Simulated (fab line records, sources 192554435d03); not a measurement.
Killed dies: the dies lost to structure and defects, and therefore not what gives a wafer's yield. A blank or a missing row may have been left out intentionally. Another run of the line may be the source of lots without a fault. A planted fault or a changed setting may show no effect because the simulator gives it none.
fab line records	flow n5-finfet
record: lots: 10	wafers: 30	last-day: 17
route steps=1938 shown MOL_CONTACT_COAG@548 BEOL_M4@1111 PASSIVATION@1936
lots with no fault: from the same line, run without faults
start-h: start of the lot's first displayed wafer, in hours after the record's first day	wait-h: hours since the lot's step before	" unchanged from the row above	L1.1+2: one row covering several wafers at once	- no value, or no start given	* or withheld: withheld	< > ~ a bound
route shown NAME@n: a module of which the file shows steps, and the number in the route of the first	usual: the fault-free wafers' mean and standard deviation	same: alike in all rows	chamber/n: place in a boat	sites: readings site by site	_std_site: standard deviation of those values	_edge_site: inner sites' mean taken away from outer sites' mean	radius-mm: for every site, how far away it sits from the centre of the wafer	mask NAME#n: copy n	behind: the most recent tool/chamber to have shaped the wafer	hold: the reason the lot was held/the length of the hold in hours/how it ended	device: names the non-switching transistor (n, p or np)	end of line: the same wafers' tests at the end of the route	step lacking rows: just its recipe	killed: dies that structure and defects cost at the first sort, which is not the same as the wafer's yield	map: per-die view of a wafer (x killed, . not killed, _ where there is no die)
set.NAME: the setting as run; set.NAME@STEP: as run at that earlier step	model.NAME: the simulator's own value behind a step, which no gauge read
one table for each step of the route and one row for each wafer, over a sample of lots
services: when a tool's chamber went out of use (start-h, in hours from the record's first day, below 0 if earlier), for how many hours, and the reason
== steps ==
step: N5_MOL_CONTACT_COAG_CO_FILL_22
recipe: material: Co	target-thk-a: 200	temp-c: 200	precursor: CCTBA/H2	pressure-torr: 30
usual: heater-power-w: 226/15
lot.wafer	tool	chamber	start-h	wait-h	heater-power-w
L336.2	cvd-co-02	2	88.12	0.1	198
L336.3	"	1	"	"	210
L336.5	"	1	"	"	211
L338.1	cvd-co-02	0	102.64	0.1	240
L338.4	"	2	"	"	206
L338.6	"	0	"	"	242
L340.1	cvd-co-01	2	114.87	0.1	225
L340.2	"	1	"	"	234
L340.4	"	1	"	"	239
L342.2	cvd-co-01	0	127.37	0.1	239
L342.3	"	1	"	"	238
L342.4	"	0	"	"	243
L347.1	cvd-co-01	1	160.98	0.1	232
L347.4	"	0	"	"	243
L347.5	"	2	"	"	223
L350.1	cvd-co-01	0	176.96	0.1	244
L350.2	"	1	"	"	244
L350.4	"	2	"	"	224
L351.2	cvd-co-02	0	179.22	0.1	239
L351.3	"	1	"	"	216
L351.5	"	0	"	"	238
L356.2	cvd-co-01	0	212.65	0.1	237
L356.3	"	1	"	"	241
L356.4	"	2	"	"	220
L358.1	cvd-co-02	1	224.26	0.1	215
L358.2	"	0	"	"	245
L358.6	"	1	"	"	218
L359.1	cvd-co-02	0	232.49	0.1	247
L359.3	"	2	"	"	204
L359.5	"	0	"	"	241
step: N5_MOL_CONTACT_COAG_CMP_28
recipe: stop-on: SiNx	t-overpolish-s: 0.85	post-cmp-clean: alkaline-brush	down-force-psi: 4.15	platen-rpm: 51.8	pad-velocity-m-s: 1.0307	target-thk-nm: 14.522
usual: motor-current-A: 12.6/1	time-to-endpoint-s: 5.0/2.8
same: t-overpolish-s: 0.85
lot.wafer	tool	chamber	start-h	wait-h	motor-current-A	time-to-endpoint-s
L336.2	cmp-03	1	94.39	0.9	11.5	1.4
L336.3	"	2	"	"	13.6	2.7
L336.5	"	3	"	"	12.1	0.0
L338.4	cmp-02	0	108.22	0.8	12.7	7.9
L338.1	"	3	"	"	13.2	8.0
L338.6	"	0	"	"	12.8	8.8
L340.4	cmp-03	2	119.35	0.8	13.3	1.4
L340.2	"	3	"	"	12.7	2.3
L340.1	"	1	"	"	11.6	3.3
L342.2	cmp-02	0	135.30	0.8	12.3	8.9
L342.4	"	1	"	"	12.1	3.7
L342.3	"	2	"	"	11.9	7.2
L347.1	cmp-03	2	166.59	0.8	14.1	0.5
L347.4	"	0	"	"	12.6	4.9
L347.5	"	3	"	"	11.8	0.0
L350.4	cmp-02	1	182.74	0.8	12.2	7.9
L350.1	"	2	"	"	11.9	6.9
L350.2	"	0	"	"	12.5	9.7
L351.2	cmp-02	0	187.52	0.8	12.8	6.0
L351.3	"	1	"	"	12.2	2.6
L351.5	"	1	"	"	12.4	5.4
L356.2	cmp-03	3	218.74	0.8	11.5	0.3
L356.3	"	0	"	"	12.3	7.8
L356.4	"	2	"	"	13.4	3.3
L358.2	cmp-03	3	228.64	0.8	12.5	5.6
L358.1	"	0	"	"	13.1	8.2
L358.6	"	3	"	"	11.6	4.9
L359.1	cmp-03	3	237.35	0.8	11.4	0.5
L359.3	"	2	"	"	14.2	2.9
L359.5	"	3	"	"	11.6	0.1
step: N5_MOL_CONTACT_COAG_ALD_123
recipe: material: SiNx	target-thk-a: 50	temp-c: 400	ald-precursor-family: SiH2I2	ald-co-reactant: N2/H2-plasma	pulse-time-s: 1	purge-time-s: 2	co-reactant-purge-time-s: 2	ald-cycles: 100	pressure-torr: 2
usual: heater-power-w: 868/86	precursor-pulse-height-rel: 1.000/0.021	susceptor-temp-C: 399.99/0.24
lot.wafer	tool	chamber	start-h	wait-h	heater-power-w	precursor-pulse-height-rel	susceptor-temp-C
L336.2	ald-sin-01	0	94.65	0.0	771	1.007	400.02
L336.3	"	1	"	"	884	1.016	399.95
L336.5	"	1	"	"	876	0.985	400.22
L338.1	ald-sin-03	0	110.53	2.0	853	0.999	400.25
L338.4	"	2	"	"	919	1.017	399.65
L338.6	"	1	"	"	844	0.995	399.94
L340.1	ald-sin-03	3	119.92	0.3	817	1.001	399.83
L340.2	"	0	"	"	852	0.982	399.78
L340.4	"	1	"	"	854	0.959	400.38
L342.2	ald-sin-03	2	135.63	0.0	910	0.963	399.95
L342.3	"	0	"	"	841	1.045	400.26
L342.4	"	1	"	"	847	1.009	400.28
L347.1	ald-sin-03	1	166.92	0.0	841	1.025	399.88
L347.4	"	2	"	"	909	1.005	399.76
L347.5	"	1	"	"	852	0.985	400.39
L350.1	ald-sin-03	3	187.49	4.5	804	0.989	393.48
L350.2	"	1	"	"	820	1.007	393.30
L350.4	"	0	"	"	808	1.020	393.20
L351.2	ald-sin-03	3	191.48	3.7	804	1.030	393.25
L351.3	"	2	"	"	889	0.990	393.00
L351.5	"	3	"	"	809	1.036	393.36
L356.2	ald-sin-04	0	219.07	0.0	722	0.972	400.21
L356.3	"	3	"	"	1077	1.007	399.75
L356.4	"	2	"	"	947	0.973	400.30
L358.1	ald-sin-01	1	228.97	0.0	832	1.022	400.09
L358.2	"	0	"	"	784	0.997	400.27
L358.6	"	0	"	"	799	0.997	400.21
L359.1	ald-sin-04	2	237.68	0.0	959	0.991	399.88
L359.3	"	0	"	"	722	1.052	399.99
L359.5	"	2	"	"	946	0.975	399.98
step: N5_MOL_CONTACT_COAG_INSPECT_57
recipe: mode: adi	inspect-instrument: brightfield
usual: raw-defect-count: 205/47
lot.wafer	tool	chamber	start-h	wait-h	raw-defect-count
L336.2	defect-inspect-01	-	95.71	0.1	249
L336.3	"	-	"	"	182
L336.5	"	-	"	"	230
L338.1	defect-inspect-02	-	111.48	0.1	281
L338.4	"	-	"	"	214
L338.6	"	-	"	"	231
L340.1	defect-inspect-01	-	120.89	0.1	231
L340.2	"	-	"	"	155
L340.4	"	-	"	"	331
L342.2	defect-inspect-02	-	136.56	0.0	170
L342.3	"	-	"	"	252
L342.4	"	-	"	"	237
L347.1	defect-inspect-01	-	167.98	0.1	130
L347.4	"	-	"	"	192
L347.5	"	-	"	"	174
L350.1	defect-inspect-01	-	188.54	0.1	233
L350.2	"	-	"	"	155
L350.4	"	-	"	"	191
L351.2	defect-inspect-01	-	192.41	0.0	279
L351.3	"	-	"	"	365
L351.5	"	-	"	"	272
L356.2	defect-inspect-02	-	220.13	0.0	183
L356.3	"	-	"	"	150
L356.4	"	-	"	"	184
L358.1	defect-inspect-01	-	230.03	0.1	215
L358.2	"	-	"	"	190
L358.6	"	-	"	"	207
L359.1	defect-inspect-02	-	238.74	0.1	115
L359.3	"	-	"	"	186
L359.5	"	-	"	"	167
step: N5_BEOL_M4_RC_MEAS_101
usual: DIBL_N: 36.3/1.7	DIBL_P: 36.5/1.8	IOFF_N: 0.16/0.033	IOFF_P: 0.21/0.037	ION_N: 675/11	ION_P: 462/7.9	SS_N: 71.6/0.64	SS_P: 73.3/0.68	VT_N: 249/3.3	VT_P: -250/3.3
lot.wafer	tool	chamber	start-h	wait-h	DIBL_N[mV/V]	DIBL_P[mV/V]	IOFF_N[nA/um]	IOFF_P[nA/um]	ION_N[uA/um]	ION_P[uA/um]	SS_N[mV/dec]	SS_P[mV/dec]	VT_N[mV]	VT_P[mV]
L336.2	prober-01	0	159.47	0.2	35.4	36.0	0.14	0.19	666	457	71.4	73.2	253	-255
L336.3	"	0	"	"	35.3	36.6	0.15	0.20	684	469	71.6	73.9	249	-252
L336.5	"	0	"	"	34.9	36.1	0.15	0.19	678	466	71.6	73.7	253	-252
L338.1	prober-01	0	175.39	0.0	37.0	37.9	0.16	0.23	674	464	71.5	73.7	249	-251
L338.4	"	0	"	"	35.9	36.4	0.14	0.22	669	461	71.1	73.5	251	-250
L338.6	"	0	"	"	36.4	36.4	0.14	0.21	675	471	71.3	73.1	251	-250
L340.1	prober-01	0	182.71	0.0	36.4	35.8	0.15	0.22	672	463	72.0	72.9	249	-248
L340.2	"	0	"	"	38.2	38.6	0.19	0.26	682	470	71.9	74.6	245	-246
L340.4	"	0	"	"	37.6	37.2	0.16	0.24	671	466	72.3	74.0	250	-245
L342.2	prober-01	0	202.29	0.2	37.3	38.4	0.18	0.24	680	466	72.3	72.8	247	-251
L342.3	"	0	"	"	36.6	36.7	0.17	0.22	688	459	71.7	72.8	250	-253
L342.4	"	0	"	"	37.0	37.8	0.17	0.24	676	465	72.3	73.0	249	-248
L347.1	prober-01	0	225.25	0.0	35.8	36.3	0.16	0.20	684	464	71.3	72.9	249	-251
L347.4	"	0	"	"	35.6	34.7	0.15	0.17	666	450	71.1	72.7	249	-253
L347.5	"	0	"	"	34.2	33.9	0.13	0.17	657	448	71.1	72.1	251	-253
L350.1	prober-01	0	253.69	0.0	35.8	36.1	0.17	0.27	673	471	71.4	73.0	247	-244
L350.2	"	0	"	"	39.6	39.5	0.23	0.32	683	470	71.9	73.3	245	-241
L350.4	"	0	"	"	36.3	36.7	0.17	0.27	690	478	71.5	72.8	247	-243
L351.2	prober-02	0	256.66	0.2	37.0	36.3	0.17	0.24	677	463	71.6	73.4	249	-248
L351.3	"	0	"	"	38.1	37.1	0.19	0.24	675	462	72.2	73.7	248	-246
L351.5	"	0	"	"	39.1	38.9	0.21	0.27	686	465	72.7	73.8	248	-248
L356.2	prober-02	0	288.09	0.2	33.4	33.1	0.13	0.17	682	465	71.4	72.7	251	-254
L356.3	"	0	"	"	35.3	34.8	0.16	0.19	677	462	71.3	73.6	247	-251
L356.4	"	0	"	"	34.3	33.9	0.14	0.18	672	459	71.9	73.2	250	-252
L359.1	prober-01	0	298.10	0.0	33.2	33.6	0.12	0.16	669	452	71.2	72.4	252	-256
L359.3	"	0	"	"	36.3	37.7	0.18	0.21	678	461	71.9	74.4	248	-250
L359.5	"	0	"	"	36.8	38.6	0.19	0.22	677	458	72.1	74.3	246	-253
L358.1	prober-02	0	298.18	0.0	36.2	35.1	0.14	0.17	662	447	71.2	73.8	253	-251
L358.2	"	0	"	"	37.3	36.3	0.16	0.18	677	458	72.1	73.9	249	-254
L358.6	"	0	"	"	37.5	37.0	0.16	0.20	673	458	71.5	74.2	247	-253
step: N5_PASSIVATION_PROBE_49
usual: defect-limited-yield: 91.3/1.5	killed_at_M0_to_M3: 34/9.4	killed_at_M4_up: 13/5.3	killed-at-contacts: 13/5.7	killed-at-front-end: 40/10	killed-at-other: 3.7/2.8	killed-dies: 103/17	killed-on-rim: 13/4.2	killed-open: 67/13	killed-short: 35/8.5	sort_bin_5_function: 5.0/0.98	sort_bin_6_memory: 3.3/0.7	sort-n-pass: 1077/17	sort-yield-pct: 91.3/1.5
same: gross-dies: 1180	killed-at-back-side: 0	sort_bin_4_leakage[%]: 0	sort_bin_8_speed[%]: 0
lot.wafer	tool	chamber	start-h	wait-h	defect-limited-yield[%]	killed_at_M0_to_M3	killed_at_M4_up	killed-at-contacts	killed-at-front-end	killed-at-other	killed-dies	killed-on-rim	killed-open	killed-short	sort_bin_5_function[%]	sort_bin_6_memory[%]	sort-n-pass	sort-yield-pct[%]
L336.2	prober-01	-	261.56	0.1	91.4	27	12	12	47	3	101	13	69	32	4.7	3.4	1079	91.4
L336.3	prober-01	-	261.61	0.1	92.3	26	12	14	38	1	91	9	55	33	4.2	2.9	1089	92.3
L336.5	prober-01	-	261.71	0.2	91.3	28	22	12	39	2	103	14	70	33	4.3	4.3	1077	91.3
L342.2	prober-01	-	307.64	0.1	89.0	31	16	22	56	5	130	17	90	40	6.1	4.7	1050	89.0
L342.3	prober-01	-	307.69	0.1	92.5	31	14	12	23	8	88	9	60	26	4.8	2.3	1092	92.5
L342.4	prober-01	-	307.74	0.2	89.9	40	8	9	59	3	119	20	80	37	5.0	4.1	1061	89.9
L347.1	prober-02	-	331.64	0.0	90.8	43	23	7	34	2	109	13	81	28	5.0	4.2	1071	90.8
L347.4	prober-02	-	331.79	0.2	91.1	27	30	9	34	5	105	17	70	34	6.1	2.6	1075	91.1
L347.5	prober-02	-	331.84	0.2	90.3	30	14	17	51	3	115	16	68	47	6.0	3.3	1065	90.3
L350.1	prober-02	-	353.17	0.0	89.3	44	12	14	53	3	126	14	84	42	5.8	4.4	1054	89.3
L350.2	prober-02	-	353.22	0.1	89.1	52	14	6	52	5	129	14	84	45	6.6	4.0	1051	89.1
L350.4	prober-02	-	353.32	0.2	92.7	31	10	13	32	0	86	15	45	41	3.8	3.3	1094	92.7
L351.2	prober-01	-	365.21	0.1	87.6	59	14	17	52	4	146	16	81	65	7.5	4.8	1034	87.6
L351.3	prober-01	-	365.26	0.1	91.0	30	22	15	34	5	106	11	56	50	4.8	3.9	1074	91.0
L351.5	prober-01	-	365.36	0.2	88.4	32	22	24	55	4	137	18	83	52	6.4	4.6	1043	88.4
L358.1	prober-01	-	392.89	0.0	89.2	28	11	19	65	5	128	23	87	34	5.9	4.1	1052	89.2
L358.2	prober-01	-	392.94	0.1	91.8	27	13	11	43	3	97	12	65	31	4.2	3.5	1083	91.8
L358.6	prober-01	-	393.14	0.3	92.5	18	3	13	51	3	88	10	57	31	5.0	2.4	1092	92.5
killed by level:class
L336.2 FIN_SAQP:geometric-particle:open=19 MOL_CONTACT_COAG:geometric-particle:open=9 FIN_SAQP:geometric-particle:short=7 BEOL_M2:geometric-particle:open=6 BEOL_M3:geometric-particle:open=5 SPACER0:geometric-particle:open=4 BEOL_M0_SAQP:geometric-particle:open=4 BEOL_M0_SAQP:geometric-particle:short=4
L336.3 MOL_CONTACT_COAG:geometric-particle:open=13 FIN_SAQP:geometric-particle:open=10 FIN_SAQP:geometric-particle:short=8 BEOL_M0_SAQP:geometric-particle:short=6 BEOL_M2:geometric-particle:open=6 BEOL_M4:geometric-particle:open=6 BEOL_M1:geometric-particle:open=4 BEOL_M3:geometric-particle:open=4
L336.5 BEOL_M4:geometric-particle:open=16 FIN_SAQP:geometric-particle:short=10 BEOL_M2:geometric-particle:open=9 MOL_CONTACT_COAG:geometric-particle:open=7 FIN_SAQP:geometric-particle:open=6 STARTING-WAFER:geometric-particle:open=6 MOL_CONTACT_COAG:geometric-particle:short=5 BEOL_M0_SAQP:geometric-particle:open=5
L342.2 MOL_CONTACT_COAG:geometric-particle:open=17 FIN_SAQP:geometric-particle:open=11 STI_FIN_REVEAL:geometric-particle:open=10 BEOL_M1:geometric-particle:open=10 FIN_SAQP:geometric-particle:short=8 BEOL_M4:geometric-particle:open=8 GATE_CUT:geometric-particle:short=6 DUMMY_GATE:geometric-particle:open=5
L342.3 MOL_CONTACT_COAG:geometric-particle:open=10 FIN_SAQP:geometric-particle:open=6 BEOL_M2:geometric-particle:open=6 BEOL_M1:geometric-particle:open=5 BEOL_M0_SAQP:geometric-particle:open=5 BEOL_M0_SAQP:geometric-particle:short=4 BEOL_M4:geometric-particle:open=4 STI_FIN_REVEAL:geometric-particle:open=3
L342.4 STI_FIN_REVEAL:geometric-particle:open=16 FIN_SAQP:geometric-particle:open=15 FIN_SAQP:geometric-particle:short=11 MOL_CONTACT_COAG:geometric-particle:open=9 BEOL_M1:geometric-particle:open=9 BEOL_M1:geometric-particle:short=7 BEOL_M0_SAQP:geometric-particle:open=6 BEOL_M3:geometric-particle:open=6
L347.1 DUMMY_GATE:geometric-particle:open=11 BEOL_M2:geometric-particle:open=11 BEOL_M0_SAQP:geometric-particle:short=10 STI_FIN_REVEAL:geometric-particle:open=9 BEOL_M0_SAQP:geometric-particle:open=6 MOL_CONTACT_COAG:geometric-particle:open=6 BEOL_M4:geometric-particle:open=6 FIN_SAQP:geometric-particle:short=5
L347.4 BEOL_M4:geometric-particle:open=18 BEOL_M2:geometric-particle:open=8 MOL_CONTACT_COAG:geometric-particle:open=7 BEOL_M0_SAQP:geometric-particle:short=7 FIN_SAQP:geometric-particle:short=6 DUMMY_GATE:geometric-particle:open=6 BEOL_M0_SAQP:geometric-particle:open=6 FIN_SAQP:geometric-particle:open=3
L347.5 MOL_CONTACT_COAG:geometric-particle:open=13 FIN_SAQP:geometric-particle:short=12 FIN_SAQP:geometric-particle:open=10 BEOL_M4:geometric-particle:open=7 BEOL_M0_SAQP:geometric-particle:short=6 BEOL_M0_SAQP:geometric-particle:open=6 BEOL_M2:geometric-particle:open=6 STARTING-WAFER:geometric-particle:short=6
L350.1 FIN_SAQP:geometric-particle:open=19 MOL_CONTACT_COAG:geometric-particle:open=14 STI_FIN_REVEAL:geometric-particle:open=11 FIN_SAQP:geometric-particle:short=8 BEOL_M0_SAQP:geometric-particle:open=8 BEOL_M0_SAQP:geometric-particle:short=8 BEOL_M3:geometric-particle:open=6 BEOL_M3:geometric-particle:short=5
L350.2 FIN_SAQP:geometric-particle:open=16 BEOL_M2:geometric-particle:open=14 FIN_SAQP:geometric-particle:short=12 BEOL_M0_SAQP:geometric-particle:open=10 BEOL_M1:geometric-particle:open=10 BEOL_M0_SAQP:geometric-particle:short=6 BEOL_M4:geometric-particle:open=6 MOL_CONTACT_COAG:geometric-particle:open=5
L350.4 MOL_CONTACT_COAG:geometric-particle:open=9 FIN_SAQP:geometric-particle:short=8 FIN_SAQP:geometric-particle:open=7 BEOL_M0_SAQP:geometric-particle:short=7 BEOL_M1:geometric-particle:open=6 MOL_CONTACT_COAG:geometric-particle:short=4 BEOL_M0_SAQP:geometric-particle:open=4 BEOL_M2:geometric-particle:short=4
L351.2 FIN_SAQP:geometric-particle:short=18 MOL_CONTACT_COAG:geometric-particle:open=15 BEOL_M0_SAQP:geometric-particle:short=15 BEOL_M0_SAQP:geometric-particle:open=14 BEOL_M2:geometric-particle:open=11 BEOL_M1:geometric-particle:open=11 FIN_SAQP:geometric-particle:open=9 GATE_CUT:geometric-particle:short=7
L351.3 FIN_SAQP:geometric-particle:short=14 MOL_CONTACT_COAG:geometric-particle:open=12 FIN_SAQP:geometric-particle:open=9 BEOL_M1:geometric-particle:short=9 BEOL_M4:geometric-particle:open=7 BEOL_M0_SAQP:geometric-particle:open=6 BEOL_M4:geometric-particle:short=5 MOL_CONTACT_COAG:geometric-particle:short=3
L351.5 MOL_CONTACT_COAG:geometric-particle:open=20 FIN_SAQP:geometric-particle:open=19 FIN_SAQP:geometric-particle:short=18 BEOL_M0_SAQP:geometric-particle:short=11 BEOL_M0_SAQP:geometric-particle:open=6 DUMMY_GATE:geometric-particle:open=5 BEOL_M4:geometric-particle:open=5 BEOL_M4:geometric-particle:short=5
L358.1 MOL_CONTACT_COAG:geometric-particle:open=16 STI_FIN_REVEAL:geometric-particle:open=15 BEOL_M1:geometric-particle:open=12 FIN_SAQP:geometric-particle:open=9 FIN_SAQP:geometric-particle:short=8 HKMG_FIN:area-etch=6 GATE_CUT:geometric-particle:short=5 BEOL_M3:geometric-particle:open=5
L358.2 FIN_SAQP:geometric-particle:open=13 BEOL_M3:geometric-particle:open=9 MOL_CONTACT_COAG:geometric-particle:open=8 STI_FIN_REVEAL:geometric-particle:open=7 FIN_SAQP:geometric-particle:short=5 BEOL_M0_SAQP:geometric-particle:open=4 BEOL_M1:geometric-particle:open=4 BEOL_M2:geometric-particle:open=4
L358.6 FIN_SAQP:geometric-particle:open=13 MOL_CONTACT_COAG:geometric-particle:open=11 FIN_SAQP:geometric-particle:short=10 GATE_CUT:geometric-particle:short=6 BEOL_M2:geometric-particle:open=6 BEOL_M3:geometric-particle:open=6 DUMMY_GATE:geometric-particle:open=4 STI_FIN_REVEAL:geometric-particle:open=3
== services ==
tool	chamber	start-h	hours	kind
cvd-co-02	2	73.53	3.4	repair
ald-sin-04	-	85.25	14.0	pm
cvd-co-01	0	86.12	4.9	repair
cvd-co-01	0	97.68	18.5	repair
ald-sin-04	-	99.25	15.6	pm
cmp-02	-	111.91	0.3	repair
cvd-co-02	1	114.76	-	clean
cvd-co-02	1	114.76	22.0	scheduled-down
cvd-co-02	1	114.76	22.0	vent-cycle
ald-sin-04	-	114.85	6.1	pm
cmp-02	-	119.22	4.0	pm
ald-sin-01	3	124.75	5.7	repair
ald-sin-01	3	131.07	3.9	repair
ald-sin-01	1	137.73	1.7	repair
cmp-02	-	152.72	2.9	repair
ald-sin-01	1	169.45	5.0	repair
cvd-co-01	-	169.85	0.7	repair
cvd-co-02	-	170.89	1.5	repair
ald-sin-01	-	176.97	14.0	pm
cmp-03	-	185.30	6.0	repair
ald-sin-01	-	210.29	14.6	pm
cvd-co-02	-	219.85	1.3	repair
ald-sin-04	3	224.90	1.6	repair
ald-sin-04	3	230.83	15.4	repair
== key ==
first-sign: step: N5_MOL_CONTACT_COAG_ALD_123	reading: susceptor-temp-C	direction: down	sigmas: 29	usual: *	struck: *
effect none on later readings
met-at N5_MOL_CONTACT_COAG_ALD_123
struck-lots L350,L351
not-acting-at N5_MOL_CONTACT_COAG_CO_FILL_22,N5_MOL_CONTACT_COAG_CMP_28,N5_MOL_CONTACT_COAG_INSPECT_57
onset-between 166.92 187.49
fault: kind: process-parameter-drift	tool: ald-sin-03	chamber: -	onset-h: 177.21	steps: N5_MOL_CONTACT_COAG_ALD_123	channel: temp-c	offset: *	shape: step	end-h: 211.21	acts-in: *	stated: *
